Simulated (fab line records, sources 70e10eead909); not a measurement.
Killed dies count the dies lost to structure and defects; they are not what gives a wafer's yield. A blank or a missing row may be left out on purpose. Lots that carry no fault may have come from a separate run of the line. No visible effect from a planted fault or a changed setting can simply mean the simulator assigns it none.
Which of the tools did it? + flow nand_harc + 6 lots, 18 wafers sampled, at 1 step of a route of 1159

== WHAT THE GAUGES READ, wafer by wafer ==
NHARC_A_WL_FILL_INSPECT_15.
| lot  | measured     | on                | raw_defect_count |
|------|--------------|-------------------|------------------|
| L153 | day 16 10:00 | defect_inspect-02 | 241 368 369      |
| L154 | day 16 21:37 | defect_inspect-02 | 248 392 525      |
| L157 | day 18 05:27 | defect_inspect-02 | 241 245 215      |
| L158 | day 18 16:39 | defect_inspect-02 | 470 372 547      |
| L166 | day 20 03:47 | defect_inspect-01 | 297 406 383      |
| L168 | day 20 14:22 | defect_inspect-02 | 514 614 484      |

== EACH LOT AND THE TOOL THAT RAN IT (in order: tool; ch and the chambers of the sampled wafers; start) ==
The record shows no process step preceding these readings.

== THE ANSWER, worked out from the rows above alone ==
Rule: what is usual is taken from the lots themselves. The widest of any qualifying gaps counts: lots, ordered by their means at a reading, are off when they make up no more than a third of the lots, leave a main group of 4 or more, and stand apart from it by 3 or more times the standard deviation of that group's means. A main group is skipped when, at the precision printed for the reading in the tables above, its means are all equal. Also off: a lot with no number at a reading for which 4 or more lots have one. Where the step has rows for the other lots, those lots are counted as sound.
None of the lots is off at any reading shown; this tells nothing.

== WHAT HAD BEEN PUT IN BY THE SIMULATOR ==
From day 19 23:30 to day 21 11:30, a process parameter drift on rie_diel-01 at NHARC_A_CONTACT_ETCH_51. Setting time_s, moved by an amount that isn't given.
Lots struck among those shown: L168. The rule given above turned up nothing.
